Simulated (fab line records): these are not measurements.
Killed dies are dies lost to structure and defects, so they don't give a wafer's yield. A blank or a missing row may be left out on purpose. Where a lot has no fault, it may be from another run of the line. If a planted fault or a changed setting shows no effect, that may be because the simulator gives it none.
Matching of chambers || flow nandHarc || aldHk-02 running NHARC_A_CHANNEL_FILL_D2_ALD_16: 4 sister chambers
The step deposits SiO2, target thk 1.5 nm, pulse time 10 s, ald cycles 15. 8 wafers are shown with their chamber, then 9 later ones without.

## WAFERS WITH THEIR CHAMBER
{"wafer": "L082.2", "chamber": 1, "heaterPowerW (W)": 445, "precursorPulseHeightRel": 1.007}
{"wafer": "L085.5", "chamber": 0, "heaterPowerW (W)": 549, "precursorPulseHeightRel": 1.016}
{"wafer": "L086.3", "chamber": 2, "heaterPowerW (W)": 428, "precursorPulseHeightRel": 1.025}
{"wafer": "L086.4", "chamber": 3, "heaterPowerW (W)": 525, "precursorPulseHeightRel": 1.028}
{"wafer": "L086.5", "chamber": 2, "heaterPowerW (W)": 428, "precursorPulseHeightRel": 1.004}
{"wafer": "L091.1", "chamber": 1, "heaterPowerW (W)": 443, "precursorPulseHeightRel": 0.984}
{"wafer": "L091.3", "chamber": 0, "heaterPowerW (W)": 519, "precursorPulseHeightRel": 0.981}
{"wafer": "L091.4", "chamber": 3, "heaterPowerW (W)": 530, "precursorPulseHeightRel": 1.004}

## WAFERS MISSING THEIR CHAMBER
{"wafer": "L090.1", "heaterPowerW (W)": 428, "precursorPulseHeightRel": 1.007}
{"wafer": "L090.2", "heaterPowerW (W)": 531, "precursorPulseHeightRel": 1.026}
{"wafer": "L090.4", "heaterPowerW (W)": 536, "precursorPulseHeightRel": 0.984}
{"wafer": "L093.1", "heaterPowerW (W)": 535, "precursorPulseHeightRel": 0.980}
{"wafer": "L093.2", "heaterPowerW (W)": 538, "precursorPulseHeightRel": 0.992}
{"wafer": "L093.4", "heaterPowerW (W)": 447, "precursorPulseHeightRel": 1.036}
{"wafer": "L097.2", "heaterPowerW (W)": 432, "precursorPulseHeightRel": 1.002}
{"wafer": "L097.3", "heaterPowerW (W)": 541, "precursorPulseHeightRel": 1.005}
{"wafer": "L097.4", "heaterPowerW (W)": 419, "precursorPulseHeightRel": 1.009}

## CHAMBER TAKEN BY EACH
{"wafer": "L090.1", "from the rows above": "can't be placed: 2 or 1", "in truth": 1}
{"wafer": "L090.2", "from the rows above": "can't be placed: 3 or 0", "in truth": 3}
{"wafer": "L090.4", "from the rows above": "can't be placed: 0 or 3", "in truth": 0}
{"wafer": "L093.1", "from the rows above": "can't be placed: 0 or 3", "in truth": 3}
{"wafer": "L093.2", "from the rows above": "can't be placed: 0 or 3", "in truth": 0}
{"wafer": "L093.4", "from the rows above": "can't be placed: 2 or 1", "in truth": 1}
{"wafer": "L097.2", "from the rows above": "can't be placed: 2 or 1", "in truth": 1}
{"wafer": "L097.3", "from the rows above": "can't be placed: 0 or 3", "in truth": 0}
{"wafer": "L097.4", "from the rows above": "can't be placed: 2 or 1", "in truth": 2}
0 of 9 placed correctly. Cannot be placed on the basis of these rows: 9; the candidates contain the true chamber in 9. Placed wrongly: 0.
How it was worked out, from the rows above alone: a wafer's distance from a chamber is the root of the sum, over the readings, of the square of ((its reading less the chamber's mean) divided by the reading's scatter). If the next closest chamber is less than 2 further off than the closest, the wafer can't be placed; otherwise it belongs to the closest. A chamber's mean is the mean of its shown wafers. The scatter is the square root of a quotient: the sum, over the shown wafers, of each reading's squared deviation from its chamber's mean, divided by wafers minus chambers.
